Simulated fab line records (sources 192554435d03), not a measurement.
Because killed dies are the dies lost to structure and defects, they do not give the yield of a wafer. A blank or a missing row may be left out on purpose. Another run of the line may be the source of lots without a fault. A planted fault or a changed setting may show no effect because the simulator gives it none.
Lot-split experiment    flow n5-finfet    39 wafers read from 7 lots, route of 1938 steps

== ABOUT THE SPLIT ==
At N5_FIN_SAQP_ETCH_69 (etches SOC in N2/H2, stops on SiNx, target depth 150 nm), the setting target-depth-a was moved away from the recipe's 1500 angstrom on 18 of the 39 wafers read, by -11.0% to +8.9%. This setting was run at the recipe's value on the other wafers.

The split's own step is where the reading is taken.

== THE READING ==
SOC_of_FIN_SAQP_COAT_68.thk-nm (the simulator's own value, which no gauge read), in nm, at N5_FIN_SAQP_ETCH_69 (etches SOC in N2/H2, stops on SiNx, target depth 150 nm). There is no usual value for it anywhere in the file. Across the 21 wafers here that went through the recipe, the average is 4.6 nm and the standard deviation 2.4 nm.

wafer   tool, chamber at the split  target-depth-a as run, angstrom  against the recipe  SOC_of_FIN_SAQP_COAT_68.thk-nm, nm  against lot-mates on the recipe
L079.1  rie-diel-05, 0              1500                             recipe              5.6                                 -
L079.2  rie-diel-05, 1              1500                             recipe              4.4                                 -
L079.3  rie-diel-05, 3              1500                             recipe              5.4                                 -
L080.1  rie-diel-05, 0              1500                             recipe              7.4                                 -
L080.2  rie-diel-05, 1,2,0          1634                             +8.9%               0                                   -5.4
L080.3  rie-diel-05, 1,2,0          1634                             +8.9%               0                                   -5.4
L080.6  rie-diel-05, 1,2,0          1634                             +8.9%               0                                   -5.4
L080.4  rie-diel-05, 3              1500                             recipe              4.8                                 -
L080.5  rie-diel-05, 3              1500                             recipe              4                                   -
L081.1  rie-diel-04, 0,2,3          1593                             +6.2%               0                                   -1.6
L081.3  rie-diel-04, 0,2,3          1593                             +6.2%               0                                   -1.6
L081.5  rie-diel-04, 0,2,3          1593                             +6.2%               0                                   -1.6
L081.2  rie-diel-04, 3              1500                             recipe              0.8                                 -
L081.4  rie-diel-04, 1              1500                             recipe              3                                   -
L081.6  rie-diel-04, 2              1500                             recipe              1                                   -
L082.1  rie-diel-04, 2              1335                             -11.0%              12                                  +9.7
L082.2  rie-diel-04, 3              1335                             -11.0%              11.4                                +9.1
L082.3  rie-diel-04, 0              1335                             -11.0%              14.6                                +12.3
L082.4  rie-diel-04, 2              1500                             recipe              2.4                                 -
L082.5  rie-diel-04, 3              1500                             recipe              0.2                                 -
L082.6  rie-diel-04, 0              1500                             recipe              4.4                                 -
L089.1  rie-diel-05, 0              1500                             recipe              9.4                                 -
L089.2  rie-diel-05, 3              1372                             -8.5%               14.4                                +7.9
L089.3  rie-diel-05, 1              1372                             -8.5%               12                                  +5.5
L089.4  rie-diel-05, 3              1500                             recipe              6                                   -
L089.5  rie-diel-05, 0              1372                             -8.5%               16.8                                +10.3
L089.6  rie-diel-05, 1              1500                             recipe              4.2                                 -
L090.1  rie-diel-05, 1              1500                             recipe              5.6                                 -
L090.2  rie-diel-05, 3,0            1586                             +5.7%               2.2                                 -4.3
L090.3  rie-diel-05, 3,0            1586                             +5.7%               2.2                                 -4.3
L090.4  rie-diel-05, 0              1500                             recipe              9.2                                 -
L090.5  rie-diel-05, 1              1500                             recipe              4.8                                 -
L090.6  rie-diel-05, 3              1586                             +5.7%               1.4                                 -5.1
L097.1  rie-diel-05, 1              1500                             recipe              4                                   -
L097.2  rie-diel-05, 2,3            1566                             +4.4%               0                                   -4.7
L097.4  rie-diel-05, 2,3            1566                             +4.4%               0                                   -4.7
L097.3  rie-diel-05, 0              1566                             +4.4%               1.6                                 -3.1
L097.5  rie-diel-05, 0              1500                             recipe              6.8                                 -
L097.6  rie-diel-05, 1              1500                             recipe              3.2                                 -
Rows listing several chambers each stand for several wafers; the file does not say which wafer went through which chamber.

FIT RESULTS
A straight line over all 39 wafers: SOC_of_FIN_SAQP_COAT_68.thk-nm changes by -0.763 nm for each +1% of target-depth-a; r = -0.88; the points scatter about the line by 2.2 nm.
The same after taking each lot's own level away (the mean of its wafers on the recipe; 39 wafers): -0.787 nm for each +1%; r = -0.93; scatter 1.7 nm.
Per that fit: largest target-depth-a move, reading shift of 8.7 nm.
Across the lots, their own levels run from 1.60 to 6.53 nm, a range of 2.1 times the standard deviation given above.
So the lot-to-lot level changes the slope little: the two slopes agree.
Check: +9.11 nm against its lot-mates is what the line predicts for one of the wafers moved furthest among these (-11.0%) when that wafer is left out of the fit. It came out at +9.67 nm against them.

== ADDITIONAL SPLITS CARRIED BY THESE WAFERS ==
These wafers also went through other splits before the reading. Each is held against what the fit with the lots' levels taken away leaves over:
other split on the same wafers         wafers away from the commonest value  r with SOC_of_FIN_SAQP_COAT_68.thk-nm (lot level and that fit taken away)
N5_PMOS_HMC_CHANNEL_EPI_EPI_20 temp-c  15                                    -0.07

== THE FILE'S OWN FIT ==
SOC_of_FIN_SAQP_COAT_68.thk-nm changes by -0.778 nm for each +1% of target-depth-a, r = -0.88.
